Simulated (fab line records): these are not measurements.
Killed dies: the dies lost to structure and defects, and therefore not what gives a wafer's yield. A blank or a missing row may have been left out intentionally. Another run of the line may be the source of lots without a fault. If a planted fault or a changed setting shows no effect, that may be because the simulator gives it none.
Which tool did it? -- flow n5-finfet -- 72 wafers from 24 lots sampled at 4 of the route's 1938 steps

## WHAT THE GAUGES SHOWED, per wafer
N5_BEOL_M15_INSPECT_12: inspects for defects (macro). Usual: 2.0 for raw-defect-count, sd 1.5.
lot,measured,on,raw-defect-count,flag
L075,day 12 16:14,defect-inspect-02,1 2 3,
L074,day 13 08:27,defect-inspect-01,1 4 3,
L076,day 13 09:31,defect-inspect-02,2 2 1,
L077,day 13 14:47,defect-inspect-01,2 2 0,
L078,day 13 18:44,defect-inspect-02,0 2 0,
L079,day 14 01:34,defect-inspect-01,1 1 3,
L082,day 14 04:13,defect-inspect-01,2 3 3,
L081,day 14 13:39,defect-inspect-01,2 1 2,
L080,day 14 18:21,defect-inspect-01,1 0 1,
L083,day 14 20:20,defect-inspect-02,1 2 0,
L084,day 14 23:04,defect-inspect-02,1 1 4,
L085,day 15 00:07,defect-inspect-01,0 2 3,
L086,day 15 09:55,defect-inspect-01,1 2 0,
L088,day 16 04:49,defect-inspect-01,0 0 2,
L087,day 16 09:32,defect-inspect-02,4 0 0,
L091,day 16 10:01,defect-inspect-01,0 2 3,
L089,day 17 00:47,defect-inspect-01,0 0 2,
L090,day 17 09:58,defect-inspect-02,5 2 2,
L093,day 17 18:35,defect-inspect-02,2 2 3,
L092,day 18 05:31,defect-inspect-02,1 3 4,
L094,day 18 22:00,defect-inspect-01,1 4 3,
L095,day 18 22:45,defect-inspect-02,3 1 5,
L097,day 19 01:17,defect-inspect-01,3 4 4,
L096,day 19 01:07,defect-inspect-02,2 2 2,

## WHICH TOOL RAN EACH LOT (tool, then ch and the chambers of the sampled wafers, then the start)
lot,N5_BEOL_M14_STRIP_63,N5_BEOL_M14_STRIP_64,N5_BEOL_M14_DEP_53
L075,"rie-diel-06 ch 1,2,3, day 12 15:22 or earlier","rie-diel-06 ch 1,2,3, day 12 15:22 or earlier","pecvd-01 ch 0,1,2, day 12 15:22"
L074,"rie-diel-05 ch 2,3, day 13 07:43 or earlier","rie-diel-05 ch 2,3, day 13 07:43 or earlier","pecvd-03 ch 1,2, day 13 07:43"
L076,"rie-diel-05 ch 0,1,3, day 13 08:46 or earlier","rie-diel-05 ch 0,1,3, day 13 08:46 or earlier","pecvd-03 ch 0,1,2, day 13 08:46"
L077,"rie-diel-05 ch 1,2, day 13 13:55 or earlier","rie-diel-05 ch 1,2, day 13 13:55 or earlier","pecvd-03 ch 0,1,2, day 13 13:55"
L078,"rie-diel-05 ch 1,2,3, day 13 17:53 or earlier","rie-diel-05 ch 1,2,3, day 13 17:53 or earlier","pecvd-03 ch 0,1,2, day 13 17:53"
L079,"rie-diel-06 ch 0,1, day 14 00:42 or earlier","rie-diel-06 ch 0,1, day 14 00:42 or earlier","pecvd-03 ch 0,1, day 14 00:42"
L082,"rie-diel-06 ch 2,3, day 14 03:16 or earlier","rie-diel-06 ch 2,3, day 14 03:16 or earlier","pecvd-04 ch 0,1,2, day 14 03:16"
L081,"rie-diel-05 ch 0,1,3, day 14 12:55 or earlier","rie-diel-05 ch 0,1,3, day 14 12:55 or earlier","pecvd-04 ch 1,2, day 14 12:55"
L080,"rie-diel-06 ch 0,2,3, day 14 17:29 or earlier","rie-diel-06 ch 0,2,3, day 14 17:29 or earlier","pecvd-04 ch 0,2, day 14 17:29"
L083,"rie-diel-04 ch 2,3, day 14 19:29 or earlier","rie-diel-04 ch 2,3, day 14 19:29 or earlier","pecvd-04 ch 0,2, day 14 19:29"
L084,"rie-diel-05 ch 1,2, day 14 22:13 or earlier","rie-diel-05 ch 1,2, day 14 22:13 or earlier","pecvd-03 ch 0,2, day 14 22:13"
L085,"rie-diel-05 ch 1,2,3, day 14 23:15 or earlier","rie-diel-05 ch 1,2,3, day 14 23:15 or earlier","pecvd-03 ch 0,2, day 14 23:15"
L086,"rie-diel-04 ch 0,2,3, day 15 09:11 or earlier","rie-diel-04 ch 0,2,3, day 15 09:11 or earlier","pecvd-03 ch 1,2, day 15 09:11"
L088,"rie-diel-04 ch 0,2,3, day 16 03:58 or earlier","rie-diel-04 ch 0,2,3, day 16 03:58 or earlier","pecvd-04 ch 1,2, day 16 03:58"
L087,"rie-diel-05 ch 1,2, day 16 08:48 or earlier","rie-diel-05 ch 1,2, day 16 08:48 or earlier","pecvd-03 ch 1,2, day 16 08:48"
L091,"rie-diel-04 ch 2,3, day 16 09:07 or earlier","rie-diel-04 ch 2,3, day 16 09:07 or earlier","pecvd-03 ch 0,2, day 16 09:07"
L089,"rie-diel-04 ch 0,1,2, day 17 00:04 or earlier","rie-diel-04 ch 0,1,2, day 17 00:04 or earlier","pecvd-03 ch 0,1, day 17 00:04"
L090,"rie-diel-05 ch 0,2,3, day 17 09:07 or earlier","rie-diel-05 ch 0,2,3, day 17 09:07 or earlier","pecvd-04 ch 0,1,2, day 17 09:07"
L093,"rie-diel-06 ch 1,2,3, day 17 17:50 or earlier","rie-diel-06 ch 1,2,3, day 17 17:50 or earlier","pecvd-04 ch 0,2, day 17 17:50"
L092,"rie-diel-05 ch 0,2,3, day 18 04:48 or earlier","rie-diel-05 ch 0,2,3, day 18 04:48 or earlier","pecvd-04 ch 0,1,2, day 18 04:48"
L094,"rie-diel-04 ch 0,1,2, day 18 21:08 or earlier","rie-diel-04 ch 0,1,2, day 18 21:08 or earlier","pecvd-04 ch 0,1,2, day 18 21:08"
L095,"rie-diel-06 ch 0,1, day 18 21:54 or earlier","rie-diel-06 ch 0,1, day 18 21:54 or earlier","pecvd-03 ch 0,2, day 18 21:54"
L097,"rie-diel-05 ch 0,2,3, day 19 00:24 or earlier","rie-diel-05 ch 0,2,3, day 19 00:24 or earlier","pecvd-01 ch 0,1, day 19 00:24"
L096,"rie-diel-05 ch 0,1, day 19 00:09 or earlier","rie-diel-05 ch 0,1, day 19 00:09 or earlier","pecvd-01 ch 0,2, day 19 00:09"
- N5_BEOL_M14_STRIP_63: strips in O2.
- N5_BEOL_M14_STRIP_64: strips in O2.
- N5_BEOL_M14_DEP_53: deposits SiCN from 3MS/NH3, target thk 50 nm, time 17.8 s.

## WHAT THE TOOLS THEMSELVES READ (means of the sampled wafers that have a number; where no wafer has one, the mark that the record gives instead)
N5_BEOL_M14_STRIP_63. Usual: drypump-motor-current-A 5.76 A, standard deviation 0.26; oes-product-au 0.82 a.u., standard deviation 0.058; rf-vpp-V 3.6 V, standard deviation 0.77; showerhead-plenum-p-Torr 2.11 Torr, standard deviation 0.061; throttle-valve-pct 16.50 %, standard deviation 0.23.
lot,tool,drypump-motor-current-A (A),oes-product-au (a.u.),rf-vpp-V (V),showerhead-plenum-p-Torr (Torr),throttle-valve-pct (%),flag
L075,rie-diel-06,5.54,0.84,3.6,2.12,16.29,
L074,rie-diel-05,6.06,0.84,4.4,2.08,16.68,
L076,rie-diel-05,5.74,0.83,4.1,2.09,16.39,
L077,rie-diel-05,5.91,0.82,3.4,2.11,16.36,
L078,rie-diel-05,5.97,0.83,3.8,2.09,16.46,
L079,rie-diel-06,5.60,0.80,3.5,2.14,16.63,
L082,rie-diel-06,5.59,0.84,3.8,2.17,16.24,
L081,rie-diel-05,5.76,0.81,3.4,2.09,16.40,
L080,rie-diel-06,5.52,0.83,3.3,2.17,16.37,
L083,rie-diel-04,5.85,0.88,3.4,2.23,16.71,
L084,rie-diel-05,6.01,0.78,3.7,2.09,16.62,
L085,rie-diel-05,5.97,0.81,3.8,2.08,16.50,
L086,rie-diel-04,5.62,0.89,3.4,2.17,16.56,
L088,rie-diel-04,5.64,0.88,3.7,2.17,16.58,
L087,rie-diel-05,6.04,0.78,3.8,2.09,16.64,
L091,rie-diel-04,5.65,0.90,3.1,2.22,16.71,
L089,rie-diel-04,5.65,0.89,4.9,2.13,16.53,
L090,rie-diel-05,5.86,0.77,3.8,2.07,16.67,
L093,rie-diel-06,5.54,0.80,3.6,2.11,16.36,
L092,rie-diel-05,5.88,0.76,3.3,2.07,16.68,
L094,rie-diel-04,5.65,0.86,4.5,2.13,16.56,
L095,rie-diel-06,5.60,0.75,4.0,2.07,16.66,
L097,rie-diel-05,5.88,0.76,3.4,2.07,16.70,
L096,rie-diel-05,5.71,0.76,4.3,2.10,16.40,

N5_BEOL_M14_STRIP_64. Usual: drypump-motor-current-A 5.76 A, standard deviation 0.26; oes-product-au 0.82 a.u., standard deviation 0.057; rf-vpp-V 3.6 V, standard deviation 0.44; showerhead-plenum-p-Torr 2.11 Torr, standard deviation 0.061; throttle-valve-pct 16.50 %, standard deviation 0.23.
lot,tool,drypump-motor-current-A (A),oes-product-au (a.u.),rf-vpp-V (V),showerhead-plenum-p-Torr (Torr),throttle-valve-pct (%),flag
L075,rie-diel-06,5.55,0.84,3.6,2.12,16.28,
L074,rie-diel-05,6.07,0.83,3.9,2.08,16.69,
L076,rie-diel-05,5.76,0.82,3.7,2.09,16.38,
L077,rie-diel-05,5.91,0.83,3.5,2.11,16.37,
L078,rie-diel-05,5.95,0.84,3.2,2.08,16.48,
L079,rie-diel-06,5.59,0.80,4.0,2.14,16.64,
L082,rie-diel-06,5.59,0.84,3.8,2.17,16.23,
L081,rie-diel-05,5.75,0.82,3.5,2.09,16.42,
L080,rie-diel-06,5.53,0.83,3.3,2.17,16.37,
L083,rie-diel-04,5.85,0.88,3.2,2.23,16.70,
L084,rie-diel-05,6.04,0.79,3.7,2.09,16.61,
L085,rie-diel-05,5.94,0.81,3.8,2.08,16.50,
L086,rie-diel-04,5.64,0.89,3.5,2.17,16.57,
L088,rie-diel-04,5.63,0.88,3.8,2.17,16.56,
L087,rie-diel-05,6.03,0.78,3.4,2.09,16.64,
L091,rie-diel-04,5.64,0.89,3.7,2.22,16.71,
L089,rie-diel-04,5.67,0.88,3.3,2.13,16.52,
L090,rie-diel-05,5.88,0.77,3.9,2.07,16.67,
L093,rie-diel-06,5.54,0.79,4.3,2.11,16.36,
L092,rie-diel-05,5.88,0.76,3.6,2.07,16.69,
L094,rie-diel-04,5.63,0.86,3.9,2.13,16.56,
L095,rie-diel-06,5.61,0.74,3.6,2.07,16.66,
L097,rie-diel-05,5.86,0.76,3.7,2.07,16.70,
L096,rie-diel-05,5.72,0.77,3.7,2.10,16.37,

N5_BEOL_M14_DEP_53. Usual: showerhead-plenum-p-Torr 4.166 Torr, standard deviation 0.018; throttle-valve-pct 18.2 %, standard deviation 1.1.
lot,tool,showerhead-plenum-p-Torr (Torr),throttle-valve-pct (%),flag
L075,pecvd-01,4.169,17.5,
L074,pecvd-03,4.173,17.4,
L076,pecvd-03,4.168,18.0,
L077,pecvd-03,4.167,18.0,
L078,pecvd-03,4.170,18.1,
L079,pecvd-03,4.170,18.5,
L082,pecvd-04,4.167,18.3,
L081,pecvd-04,4.176,18.5,
L080,pecvd-04,4.160,18.3,
L083,pecvd-04,4.141,18.3,
L084,pecvd-03,4.174,18.7,
L085,pecvd-03,4.169,18.7,
L086,pecvd-03,4.172,17.7,
L088,pecvd-04,4.173,18.7,
L087,pecvd-03,4.168,17.5,
L091,pecvd-03,4.169,19.0,
L089,pecvd-03,4.173,19.6,
L090,pecvd-04,4.157,18.5,
L093,pecvd-04,4.144,18.3,
L092,pecvd-04,4.161,18.5,
L094,pecvd-04,4.163,18.6,
L095,pecvd-03,4.172,17.9,
L097,pecvd-01,4.152,18.0,
L096,pecvd-01,4.168,17.0,

## THE ANSWER, worked out from the rows above alone
Rule: a lot is off if the mean of its wafers that have a number lies more than 3 standard deviations from the usual mean. A lot without any number at a reading at which 4 lots or more have one is off too. The other lots that the step has rows for count as sound. Order of review: gauges by route order, followed by the tools' own readings, for which a lot's mean as printed above is used. At the first step where some lot is off, the reading lying furthest off is the one used; lots without a number count as furthest.
Across all readings shown, no lot is off: no conclusion can be drawn from this.

## WHAT WAS PUT IN BY THE SIMULATOR
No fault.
